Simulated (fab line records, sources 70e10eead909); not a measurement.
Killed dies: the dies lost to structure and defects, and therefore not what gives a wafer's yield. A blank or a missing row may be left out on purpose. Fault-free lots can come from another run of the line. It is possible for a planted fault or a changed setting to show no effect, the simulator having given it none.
Which tool did it? || flow nandHarc || 18 wafers from 6 lots sampled at 5 of the route's 1159 steps

== WHAT THE GAUGES READ, wafer by wafer ==
NHARC_P_GATE_CD_MEAS_46: the cd target is 720 nm.
{"lot": "L764", "measured": "day 5 13:46", "on": "cdSem-01", "cdNm (nm)": "721.3 718.2 721.4"}
{"lot": "L768", "measured": "day 6 11:05", "on": "cdSem-02", "cdNm (nm)": "720.7 721.8 722.0"}
{"lot": "L770", "measured": "day 7 05:16", "on": "cdSem-01", "cdNm (nm)": "719.4 721.3 720.9"}
{"lot": "L773", "measured": "day 9 02:34", "on": "cdSem-03", "cdNm (nm)": "- - -"}
{"lot": "L783", "measured": "day 10 05:38", "on": "cdSem-02", "cdNm (nm)": "719.5 718.7 720.0"}
{"lot": "L784", "measured": "day 10 11:16", "on": "cdSem-03", "cdNm (nm)": "720.5 721.0 721.3"}

== WHAT TOOL EACH LOT RAN ON (gives the tool, then ch and the chambers of the sampled wafers, and finally the start) ==
{"lot": "L764", "NHARC_P_GATE_DESCUM_13": "rieDiel-11 ch 1,3, day 4 10:58", "NHARC_P_GATE_ETCH_32": "rieSi-04 ch 1,2,3, day 5 02:24", "NHARC_P_GATE_STRIP_108": "rieDiel-13 ch 0,2,3, day 5 02:34", "NHARC_P_GATE_EXPOSE_43": "krfScanner-02 ch 0, day 5 13:37"}
{"lot": "L768", "NHARC_P_GATE_DESCUM_13": "rieDiel-11 ch 2,3, day 5 06:13", "NHARC_P_GATE_ETCH_32": "rieSi-02 ch 2,3, day 5 23:41", "NHARC_P_GATE_STRIP_108": "rieDiel-08 ch 0,1,2, day 5 23:52", "NHARC_P_GATE_EXPOSE_43": "krfScanner-01 ch 0, day 6 10:56"}
{"lot": "L770", "NHARC_P_GATE_DESCUM_13": "rieDiel-13 ch 0,2,3, day 6 03:46", "NHARC_P_GATE_ETCH_32": "rieSi-01 ch 0,1,2, day 6 18:02", "NHARC_P_GATE_STRIP_108": "rieDiel-11 ch 1,2,3, day 6 18:13", "NHARC_P_GATE_EXPOSE_43": "krfScanner-02 ch 0, day 7 05:07"}
{"lot": "L773", "NHARC_P_GATE_DESCUM_13": "rieDiel-08 ch 0,2, day 7 17:41", "NHARC_P_GATE_ETCH_32": "rieSi-02 ch 2,3, day 8 15:17", "NHARC_P_GATE_STRIP_108": "rieDiel-11 ch 1,2,3, day 8 15:26", "NHARC_P_GATE_EXPOSE_43": "krfScanner-03 ch 0, day 9 02:25"}
{"lot": "L783", "NHARC_P_GATE_DESCUM_13": "rieDiel-13 ch 0,1,3, day 9 02:53", "NHARC_P_GATE_ETCH_32": "rieSi-04 ch 1,2,3, day 9 18:22", "NHARC_P_GATE_STRIP_108": "rieDiel-13 ch 1,2,3, day 9 18:32", "NHARC_P_GATE_EXPOSE_43": "krfScanner-02 ch 0, day 10 05:29"}
{"lot": "L784", "NHARC_P_GATE_DESCUM_13": "rieDiel-11 ch 0,1, day 9 09:34", "NHARC_P_GATE_ETCH_32": "rieSi-04 ch 1,2, day 9 23:50", "NHARC_P_GATE_STRIP_108": "rieDiel-08 ch 0,1,2, day 10 00:02", "NHARC_P_GATE_EXPOSE_43": "krfScanner-01 ch 0, day 10 11:06"}
- NHARC_P_GATE_DESCUM_13: chemistry O2, time 3 s.
- NHARC_P_GATE_ETCH_32: etches the open film in HBr/Cl2, target depth 150 nm, time 100.1 s.
- NHARC_P_GATE_STRIP_108: strips in O2.
- NHARC_P_GATE_EXPOSE_43: exposes mask P NSD, target cd 720 nm.

== THE ANSWER, worked out from the rows above alone ==
Rule: the lots themselves supply what counts as usual. Put in order of their means at a reading, lots are off if they are a third of the lots or fewer, leave a main group of 4 or more, and stand apart from it by a gap of 3 or more times the standard deviation of the main group's means; of several such gaps the widest counts. A main group whose means are all the same, to the digits that the tables above print for the reading, isn't used. A lot without any number at a reading at which 4 lots or more have one is off too. Any other lot the step has rows for is counted as sound.
Off: L773, at NHARC_P_GATE_CD_MEAS_46 (cdNm). Without a number there: L773. The main group: mean 720.5 nm, standard deviation 0.7.
A tool fits if, at a process step before that reading, it ran every lot that is off, and no sound lot after the first of them. Gauges at NHARC_P_GATE_CD_MEAS_46: tried the same way as those tools. Can't be told from this: 4 tools fit, rieDiel-08 at NHARC_P_GATE_DESCUM_13, rieSi-02 at NHARC_P_GATE_ETCH_32, rieDiel-11 at NHARC_P_GATE_STRIP_108, krfScanner-03 at NHARC_P_GATE_EXPOSE_43.

== WHAT THE SIMULATOR HAD PUT IN ==
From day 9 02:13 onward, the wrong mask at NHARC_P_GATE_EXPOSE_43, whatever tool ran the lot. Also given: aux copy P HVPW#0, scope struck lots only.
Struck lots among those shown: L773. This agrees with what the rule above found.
